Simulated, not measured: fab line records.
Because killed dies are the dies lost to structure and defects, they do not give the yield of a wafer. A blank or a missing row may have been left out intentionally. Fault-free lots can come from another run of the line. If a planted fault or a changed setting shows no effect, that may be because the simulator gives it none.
The tool behind it: which one? | flow n5 finfet | Sampling: 21 lots, 63 wafers, 6 of 1938 route steps

== WHAT EACH GAUGE READ, for each wafer ==
Not one reading of a measure or inspect step in the record can be checked against a usual standard deviation.

== WHICH TOOL RAN EACH LOT (tool, then ch and the chambers of the sampled wafers, then the start) ==
lot  | N5_MOL_CONTACT_COAG_ETCH_91        | N5_MOL_CONTACT_COAG_ETCH_47        | N5_MOL_CONTACT_COAG_STRIP_119        | N5_MOL_CONTACT_COAG_ETCH_67        | N5_BEOL_M0_SAQP_SPACER1_ETCHBACK_99 | N5_BEOL_M0_SAQP_MANDREL1_REMOVE_100
L074 | rie diel-04 ch 0,1,2, day 5 07:24  | rie diel-04 ch 0,1,2, day 5 07:38  | plasma asher-01 ch 0,1, day 5 07:46  | rie diel-05 ch 0,2, day 5 09:20    | rie diel-06 ch 0,2,3, day 5 17:26   | rie si-02 ch 0,1,2, day 5 17:31
L076 | rie diel-04 ch 0,1,3, day 5 15:35  | rie diel-04 ch 0,1,3, day 5 15:49  | plasma asher-02 ch 0,1, day 5 15:54  | rie diel-04 ch 0,1, day 5 17:01    | rie diel-02 ch 0,1,2, day 6 01:31   | rie si-02 ch 0,1, day 6 01:37
L077 | rie diel-01 ch 0,1, day 5 19:11    | rie diel-01 ch 0,1, day 5 19:25    | plasma asher-01 ch 0,1, day 5 19:31  | rie diel-05 ch 0,1,3, day 5 21:25  | rie diel-03 ch 0,2,3, day 6 06:18   | rie si-02 ch 0,1,2, day 6 06:23
L078 | rie diel-04 ch 1,2,3, day 6 04:15  | rie diel-04 ch 1,2,3, day 6 04:29  | plasma asher-02 ch 0,1, day 6 04:34  | rie diel-05 ch 0,1,2, day 6 05:30  | rie diel-02 ch 0,1,2, day 6 12:50   | rie si-03 ch 0,1,2, day 6 12:55
L079 | rie diel-01 ch 1,2, day 6 12:31    | rie diel-01 ch 1,2, day 6 12:44    | plasma asher-01 ch 0,1, day 6 12:49  | rie diel-04 ch 0,2, day 6 14:24    | rie diel-02 ch 2,3, day 6 21:41     | rie si-06 ch 0,2,3, day 6 21:47
L080 | rie diel-01 ch 0,1,3, day 6 12:50  | rie diel-01 ch 0,1,3, day 6 13:04  | plasma asher-01 ch 0,1, day 6 13:08  | rie diel-04 ch 0,1,2, day 6 14:53  | rie diel-06 ch 0,2,3, day 7 01:07   | rie si-02 ch 0,1,3, day 7 01:12
L081 | rie diel-01 ch 0,2, day 6 22:04    | rie diel-01 ch 0,2, day 6 22:17    | plasma asher-01 ch 0,1, day 6 22:22  | rie diel-05 ch 0,1,3, day 6 23:28  | rie diel-03 ch 1,3, day 7 07:13     | rie si-03 ch 0,1, day 7 07:19
L082 | rie diel-05 ch 0,1,2, day 7 02:12  | rie diel-05 ch 0,1,2, day 7 02:26  | plasma asher-01 ch 0,1, day 7 02:31  | rie diel-05 ch 0,1,2, day 7 03:34  | rie diel-03 ch 0,1,3, day 7 11:13   | rie si-03 ch 0,1,2, day 7 11:19
L083 | rie diel-04 ch 1,3, day 7 06:10    | rie diel-04 ch 1,3, day 7 06:24    | plasma asher-01 ch 1, day 7 06:53    | rie diel-05 ch 0,1,2, day 7 07:58  | rie diel-06 ch 0,1,2, day 7 15:49   | rie si-06 ch 1,2, day 7 15:54
L084 | rie diel-05 ch 1,2, day 7 12:51    | rie diel-05 ch 1,2, day 7 13:05    | plasma asher-02 ch 0,1, day 7 13:10  | rie diel-01 ch 0,1,3, day 7 14:49  | rie diel-03 ch 1,2, day 7 23:18     | rie si-02 ch 1,2,3, day 7 23:23
L086 | rie diel-05 ch 1,2,3, day 8 01:58  | rie diel-05 ch 1,2,3, day 8 02:11  | plasma asher-01 ch 0,1, day 8 02:16  | rie diel-04 ch 0,1,3, day 8 03:20  | rie diel-02 ch 0,3, day 8 15:15     | rie si-06 ch 0,2, day 8 15:20
L087 | rie diel-01 ch 1,2, day 8 08:16    | rie diel-01 ch 1,2, day 8 08:29    | plasma asher-02 ch 0,1, day 8 08:35  | rie diel-04 ch 1,2,3, day 8 09:31  | rie diel-02 ch 1,2,3, day 8 17:35   | rie si-03 ch 0,2,3, day 8 17:40
L088 | rie diel-05 ch 1,2,3, day 8 16:32  | rie diel-05 ch 1,2,3, day 8 16:46  | plasma asher-01 ch 0,1, day 8 16:51  | rie diel-04 ch 0,1, day 8 17:55    | rie diel-06 ch 0,1,2, day 9 02:46   | rie si-03 ch 0,2,3, day 9 02:51
L089 | rie diel-01 ch 1,2,3, day 8 22:35  | rie diel-01 ch 1,2,3, day 8 22:49  | plasma asher-01 ch 0,1, day 8 22:53  | rie diel-01 ch 0,2,3, day 9 00:15  | rie diel-03 ch 1,2,3, day 9 07:25   | rie si-03 ch 1,2,3, day 9 07:31
L090 | rie diel-04 ch 0,1, day 9 02:12    | rie diel-04 ch 0,1, day 9 02:26    | plasma asher-01 ch 0,1, day 9 02:31  | rie diel-05 ch 0,1, day 9 03:36    | rie diel-06 ch 0,2,3, day 9 11:31   | rie si-03 ch 0,1, day 9 11:36
L091 | rie diel-05 ch 1,2,3, day 9 05:23  | rie diel-05 ch 1,2,3, day 9 05:37  | plasma asher-01 ch 0,1, day 9 05:42  | rie diel-05 ch 0,2,3, day 9 07:01  | rie diel-02 ch 0,1,3, day 9 15:36   | rie si-02 ch 1,2, day 9 15:41
L092 | rie diel-05 ch 0,1,3, day 9 12:43  | rie diel-05 ch 0,1,3, day 9 12:57  | plasma asher-01 ch 0,1, day 9 13:02  | rie diel-01 ch 0,1,3, day 9 14:08  | rie diel-03 ch 2,3, day 9 21:41     | rie si-03 ch 1,2,3, day 9 21:46
L093 | rie diel-04 ch 0,1,3, day 9 18:32  | rie diel-04 ch 0,1,3, day 9 18:46  | plasma asher-01 ch 0,1, day 9 18:51  | rie diel-01 ch 0,1,3, day 9 20:11  | rie diel-06 ch 1,2,3, day 10 04:01  | rie si-02 ch 0,1,3, day 10 04:06
L094 | rie diel-05 ch 0,2, day 10 05:53   | rie diel-05 ch 0,2, day 10 06:07   | plasma asher-01 ch 0,1, day 10 06:13 | rie diel-04 ch 0,1,3, day 10 07:09 | rie diel-02 ch 0,1,3, day 10 14:31  | rie si-02 ch 1,2, day 10 14:37
L096 | rie diel-05 ch 0,2,3, day 10 15:31 | rie diel-05 ch 0,2,3, day 10 15:44 | plasma asher-01 ch 0,1, day 10 15:49 | rie diel-05 ch 0,2,3, day 10 16:46 | rie diel-02 ch 1,2,3, day 11 00:24  | rie si-02 ch 0,3, day 11 00:29
L097 | rie diel-05 ch 0,1, day 10 23:35   | rie diel-05 ch 0,1, day 10 23:49   | plasma asher-02 ch 0,1, day 10 23:54 | rie diel-04 ch 0,1,2, day 11 00:58 | rie diel-03 ch 2,3, day 11 08:05    | rie si-06 ch 1,3, day 11 08:11
- N5_MOL_CONTACT_COAG_ETCH_91: etches SOC in N2/H2, target depth 60 nm, overetch 21 nm, time 101.2 s.
- N5_MOL_CONTACT_COAG_ETCH_47: etches SiNx in CH3F/O2, stops on W, target depth 27 nm.
- N5_MOL_CONTACT_COAG_STRIP_119: strips in N2/H2, time 30 s.
- N5_MOL_CONTACT_COAG_ETCH_67: etches SOC in N2/H2, target depth 60 nm, overetch 21 nm, time 101.2 s.
- N5_BEOL_M0_SAQP_SPACER1_ETCHBACK_99: etches SiO2 in CHF3/O2, target depth 15.4 nm, time 7.7 s.
- N5_BEOL_M0_SAQP_MANDREL1_REMOVE_100: chemistry HBr/Cl2/O2, target a-Si, stops on SiNx, bt time 10 s.

== AS READ BY THE TOOLS THEMSELVES (means over the sampled wafers that have a number; for cases with no such wafer, the mark the record gives instead) ==
N5_MOL_CONTACT_COAG_ETCH_91. Usual: drypump motor current A 5.7 A, standard deviation 0.54; oes product au 0.68 a.u., standard deviation 0.065; rf vpp V 523.3 V, standard deviation 1.7; showerhead plenum p Torr 2.53 Torr, standard deviation 0.062; throttle valve pct 18.0 %, standard deviation 0.38.
lot  | tool        | drypump motor current A (A) | oes product au (a.u.) | rf vpp V (V) | showerhead plenum p Torr (Torr) | throttle valve pct (%) | flag
L074 | rie diel-04 | 5.6                         | 0.67                  | 523.1        | 2.54                            | 18.0                   |
L076 | rie diel-04 | 5.8                         | 0.75                  | 522.7        | 2.52                            | 17.7                   |
L077 | rie diel-01 | 6.1                         | 0.65                  | 525.6        | 2.57                            | 18.1                   |
L078 | rie diel-04 | 5.6                         | 0.78                  | 523.6        | 2.54                            | 17.6                   |
L079 | rie diel-01 | 5.4                         | 0.63                  | 525.9        | 2.62                            | 18.2                   |
L080 | rie diel-01 | 6.0                         | 0.65                  | 523.4        | 2.56                            | 18.1                   |
L081 | rie diel-01 | 5.6                         | 0.65                  | 526.2        | 2.63                            | 18.0                   |
L082 | rie diel-05 | 5.9                         | 0.69                  | 522.8        | 2.49                            | 17.9                   |
L083 | rie diel-04 | 5.7                         | 0.75                  | 523.6        | 2.56                            | 17.7                   |
L084 | rie diel-05 | 6.4                         | 0.65                  | 522.4        | 2.52                            | 18.2                   |
L086 | rie diel-05 | 5.8                         | 0.70                  | 523.5        | 2.50                            | 17.9                   |
L087 | rie diel-01 | 5.6                         | 0.60                  | 523.1        | 2.57                            | 18.4                   |
L088 | rie diel-05 | 5.8                         | 0.70                  | 522.3        | 2.49                            | 18.0                   |
L089 | rie diel-01 | 5.7                         | 0.63                  | 525.2        | 2.58                            | 18.2                   |
L090 | rie diel-04 | 5.6                         | 0.69                  | 523.6        | 2.56                            | 17.9                   |
L091 | rie diel-05 | 5.8                         | 0.69                  | 522.5        | 2.49                            | 18.0                   |
L092 | rie diel-05 | 5.3                         | 0.72                  | 522.4        | 2.46                            | 17.7                   |
L093 | rie diel-04 | 5.8                         | 0.70                  | 523.1        | 2.51                            | 17.7                   |
L094 | rie diel-05 | 5.6                         | 0.66                  | 521.5        | 2.49                            | 18.1                   |
L096 | rie diel-05 | 5.6                         | 0.68                  | 522.6        | 2.49                            | 18.0                   |
L097 | rie diel-05 | 5.3                         | 0.69                  | 522.3        | 2.45                            | 17.7                   |

N5_MOL_CONTACT_COAG_ETCH_47. Usual: drypump motor current A 5.7 A, standard deviation 0.54; etch rf on time s 31.4 s, standard deviation 0.91; oes product au 0.73 a.u., standard deviation 0.077; rf vpp V 296 V, standard deviation 9.3; showerhead plenum p Torr 1.99 Torr, standard deviation 0.051; throttle valve pct 16.44 %, standard deviation 0.26.
lot  | tool        | drypump motor current A (A) | etch rf on time s (s) | oes product au (a.u.) | rf vpp V (V) | showerhead plenum p Torr (Torr) | throttle valve pct (%) | flag
L074 | rie diel-04 | 5.6                         | 31.4                  | 0.72                  | 290          | 1.99                            | 16.39                  |
L076 | rie diel-04 | 5.8                         | 30.9                  | 0.81                  | 290          | 1.98                            | 16.19                  |
L077 | rie diel-01 | 6.1                         | 31.6                  | 0.69                  | 304          | 2.01                            | 16.58                  |
L078 | rie diel-04 | 5.6                         | 30.7                  | 0.85                  | 297          | 2.00                            | 16.17                  |
L079 | rie diel-01 | 5.4                         | 31.2                  | 0.67                  | 287          | 2.07                            | 16.68                  |
L080 | rie diel-01 | 6.0                         | 31.5                  | 0.70                  | 304          | 2.02                            | 16.62                  |
L081 | rie diel-01 | 5.6                         | 31.5                  | 0.69                  | 289          | 2.09                            | 16.51                  |
L082 | rie diel-05 | 5.9                         | 31.7                  | 0.73                  | 298          | 1.97                            | 16.42                  |
L083 | rie diel-04 | 5.6                         | 30.4                  | 0.80                  | 288          | 2.03                            | 16.30                  |
L084 | rie diel-05 | 6.4                         | 32.5                  | 0.68                  | 295          | 1.97                            | 16.57                  |
L086 | rie diel-05 | 5.8                         | 31.5                  | 0.75                  | 298          | 1.97                            | 16.42                  |
L087 | rie diel-01 | 5.6                         | 32.0                  | 0.63                  | 295          | 2.02                            | 16.85                  |
L088 | rie diel-05 | 5.8                         | 31.4                  | 0.74                  | 297          | 1.96                            | 16.43                  |
L089 | rie diel-01 | 5.7                         | 31.8                  | 0.67                  | 294          | 2.04                            | 16.71                  |
L090 | rie diel-04 | 5.6                         | 30.9                  | 0.73                  | 282          | 2.01                            | 16.40                  |
L091 | rie diel-05 | 5.8                         | 31.7                  | 0.73                  | 298          | 1.96                            | 16.44                  |
L092 | rie diel-05 | 5.3                         | 30.6                  | 0.78                  | 300          | 1.96                            | 16.30                  |
L093 | rie diel-04 | 5.8                         | 31.1                  | 0.75                  | 291          | 1.97                            | 16.25                  |
L094 | rie diel-05 | 5.6                         | 31.1                  | 0.71                  | 296          | 1.96                            | 16.47                  |
L096 | rie diel-05 | 5.6                         | 31.3                  | 0.72                  | 293          | 1.96                            | 16.45                  |
L097 | rie diel-05 | 5.3                         | 31.0                  | 0.75                  | 301          | 1.96                            | 16.34                  |

N5_MOL_CONTACT_COAG_STRIP_119. Usual: drypump motor current A 5.9 A, standard deviation 0.63; heater power w 390 W, standard deviation 25.
lot  | tool            | drypump motor current A (A) | heater power w (W) | flag
L074 | plasma asher-01 | 5.5                         | 400                |
L076 | plasma asher-02 | 6.4                         | 381                |
L077 | plasma asher-01 | 5.5                         | 397                |
L078 | plasma asher-02 | 6.4                         | 379                |
L079 | plasma asher-01 | 5.5                         | 393                |
L080 | plasma asher-01 | 5.5                         | 402                |
L081 | plasma asher-01 | 6.0                         | 395                |
L082 | plasma asher-01 | 5.5                         | 405                |
L083 | plasma asher-01 | 6.3                         | 386                |
L084 | plasma asher-02 | 6.4                         | 382                |
L086 | plasma asher-01 | 5.5                         | 404                |
L087 | plasma asher-02 | 6.4                         | 376                |
L088 | plasma asher-01 | 5.5                         | 397                |
L089 | plasma asher-01 | 5.5                         | 409                |
L090 | plasma asher-01 | 5.5                         | 401                |
L091 | plasma asher-01 | 5.9                         | 401                |
L092 | plasma asher-01 | 5.5                         | 401                |
L093 | plasma asher-01 | 6.0                         | 393                |
L094 | plasma asher-01 | 5.9                         | 392                |
L096 | plasma asher-01 | 5.9                         | 387                |
L097 | plasma asher-02 | 6.2                         | 357                |

N5_MOL_CONTACT_COAG_ETCH_67. Usual: drypump motor current A 5.7 A, standard deviation 0.5; oes product au 0.70 a.u., standard deviation 0.068; rf vpp V 523.3 V, standard deviation 1.7; showerhead plenum p Torr 2.53 Torr, standard deviation 0.06; throttle valve pct 17.9 %, standard deviation 0.36.
lot  | tool        | drypump motor current A (A) | oes product au (a.u.) | rf vpp V (V) | showerhead plenum p Torr (Torr) | throttle valve pct (%) | flag
L074 | rie diel-05 | 5.6                         | 0.70                  | 521.8        | 2.51                            | 18.0                   |
L076 | rie diel-04 | 5.8                         | 0.69                  | 522.1        | 2.52                            | 17.9                   |
L077 | rie diel-05 | 5.3                         | 0.78                  | 521.9        | 2.48                            | 17.6                   |
L078 | rie diel-05 | 5.9                         | 0.70                  | 522.7        | 2.50                            | 17.9                   |
L079 | rie diel-04 | 5.5                         | 0.76                  | 521.8        | 2.51                            | 17.8                   |
L080 | rie diel-04 | 5.6                         | 0.74                  | 523.0        | 2.54                            | 17.8                   |
L081 | rie diel-05 | 5.3                         | 0.75                  | 522.3        | 2.47                            | 17.6                   |
L082 | rie diel-05 | 5.8                         | 0.69                  | 522.4        | 2.49                            | 17.9                   |
L083 | rie diel-05 | 5.9                         | 0.69                  | 523.0        | 2.49                            | 17.9                   |
L084 | rie diel-01 | 6.0                         | 0.64                  | 523.6        | 2.55                            | 18.2                   |
L086 | rie diel-04 | 5.8                         | 0.72                  | 523.9        | 2.52                            | 17.7                   |
L087 | rie diel-04 | 5.6                         | 0.75                  | 523.0        | 2.53                            | 17.6                   |
L088 | rie diel-04 | 5.6                         | 0.69                  | 523.1        | 2.56                            | 17.9                   |
L089 | rie diel-01 | 5.9                         | 0.65                  | 524.8        | 2.60                            | 18.0                   |
L090 | rie diel-05 | 5.6                         | 0.71                  | 522.0        | 2.45                            | 17.6                   |
L091 | rie diel-05 | 5.6                         | 0.69                  | 522.0        | 2.50                            | 18.0                   |
L092 | rie diel-01 | 6.0                         | 0.63                  | 523.6        | 2.55                            | 18.2                   |
L093 | rie diel-01 | 6.0                         | 0.63                  | 523.8        | 2.55                            | 18.2                   |
L094 | rie diel-04 | 5.8                         | 0.70                  | 523.1        | 2.51                            | 17.8                   |
L096 | rie diel-05 | 5.6                         | 0.68                  | 522.5        | 2.49                            | 18.0                   |
L097 | rie diel-04 | 5.6                         | 0.69                  | 522.8        | 2.52                            | 17.9                   |

N5_BEOL_M0_SAQP_SPACER1_ETCHBACK_99. Usual: drypump motor current A 5.6 A, standard deviation 0.51; oes product au 0.77 a.u., standard deviation 0.086; rf vpp V 514 V, standard deviation 11; showerhead plenum p Torr 2.38 Torr, standard deviation 0.1; throttle valve pct 19.00 %, standard deviation 0.24.
lot  | tool        | drypump motor current A (A) | oes product au (a.u.) | rf vpp V (V) | showerhead plenum p Torr (Torr) | throttle valve pct (%) | flag
L074 | rie diel-06 | 5.2                         | 0.76                  | 519          | 2.37                            | 19.10                  |
L076 | rie diel-02 | 5.6                         | 0.77                  | 511          | 2.33                            | 19.10                  |
L077 | rie diel-03 | 5.9                         | 0.76                  | 512          | 2.38                            | 18.89                  |
L078 | rie diel-02 | 5.6                         | 0.77                  | 510          | 2.33                            | 19.12                  |
L079 | rie diel-02 | 5.7                         | 0.79                  | 515          | 2.39                            | 18.89                  |
L080 | rie diel-06 | 5.2                         | 0.76                  | 518          | 2.36                            | 19.13                  |
L081 | rie diel-03 | 6.0                         | 0.77                  | 504          | 2.37                            | 18.77                  |
L082 | rie diel-03 | 5.8                         | 0.76                  | 507          | 2.44                            | 18.76                  |
L083 | rie diel-06 | 5.5                         | 0.74                  | 518          | 2.41                            | 19.13                  |
L084 | rie diel-03 | 5.1                         | 0.88                  | 513          | 2.49                            | 18.74                  |
L086 | rie diel-02 | 5.8                         | 0.81                  | 528          | 2.33                            | 19.05                  |
L087 | rie diel-02 | 5.7                         | 0.83                  | 513          | 2.40                            | 18.96                  |
L088 | rie diel-06 | 5.5                         | 0.73                  | 517          | 2.41                            | 19.14                  |
L089 | rie diel-03 | 5.6                         | 0.80                  | 510          | 2.39                            | 18.85                  |
L090 | rie diel-06 | 5.2                         | 0.74                  | 519          | 2.36                            | 19.17                  |
L091 | rie diel-02 | 5.7                         | 0.79                  | 519          | 2.37                            | 19.12                  |
L092 | rie diel-03 | 5.7                         | 0.78                  | 515          | 2.32                            | 18.99                  |
L093 | rie diel-06 | 5.0                         | 0.77                  | 512          | 2.44                            | 19.02                  |
L094 | rie diel-02 | 5.7                         | 0.78                  | 520          | 2.37                            | 19.12                  |
L096 | rie diel-02 | 5.7                         | 0.80                  | 513          | 2.40                            | 18.99                  |
L097 | rie diel-03 | 5.7                         | 0.77                  | 516          | 2.32                            | 19.01                  |

N5_BEOL_M0_SAQP_MANDREL1_REMOVE_100. Usual: drypump motor current A 5.7 A, standard deviation 0.41; oes product au 0.996 a.u., standard deviation 0.022; throttle valve pct 36.8 %, standard deviation 0.46.
lot  | tool      | drypump motor current A (A) | oes product au (a.u.) | throttle valve pct (%) | flag
L074 | rie si-02 | 5.9                         | 0.989                 | 37.1                   |
L076 | rie si-02 | 5.8                         | 1.004                 | 37.1                   |
L077 | rie si-02 | 5.9                         | 0.990                 | 37.1                   |
L078 | rie si-03 | 5.6                         | 0.996                 | 36.5                   |
L079 | rie si-06 | 5.6                         | 1.015                 | 37.0                   |
L080 | rie si-02 | 5.7                         | 0.991                 | 36.7                   |
L081 | rie si-03 | 5.7                         | 0.991                 | 36.5                   |
L082 | rie si-03 | 5.6                         | 1.003                 | 36.5                   |
L083 | rie si-06 | 5.8                         | 0.992                 | 37.0                   |
L084 | rie si-02 | 5.8                         | 0.976                 | 36.7                   |
L086 | rie si-06 | 5.8                         | 1.003                 | 36.8                   |
L087 | rie si-03 | 5.6                         | 1.016                 | 36.8                   |
L088 | rie si-03 | 5.6                         | 1.010                 | 36.8                   |
L089 | rie si-03 | 5.5                         | 0.995                 | 36.6                   |
L090 | rie si-03 | 5.7                         | 0.989                 | 36.5                   |
L091 | rie si-02 | 6.0                         | 0.983                 | 37.2                   |
L092 | rie si-03 | 5.5                         | 0.992                 | 36.6                   |
L093 | rie si-02 | 5.7                         | 0.972                 | 36.6                   |
L094 | rie si-02 | 6.0                         | 0.970                 | 37.2                   |
L096 | rie si-02 | 5.9                         | 0.979                 | 36.3                   |
L097 | rie si-06 | 5.7                         | 1.018                 | 37.3                   |

== THE ANSWER, worked out from the rows above alone ==
Rule: lot off if the mean of its wafers having a number is beyond 3 standard deviations from the usual mean. Also off: a lot with no number at a reading for which 4 or more lots have one. The other lots that the step has rows for count as sound. First the gauges in route order, then the tools' own readings, where a lot's mean is used as printed above. At the first step where some lot is off, the reading lying furthest off is the one used; lots without a number count as furthest.
Nothing can be told from this: no lot is off at any reading shown.

== WHAT THE SIMULATOR HAD PUT IN ==
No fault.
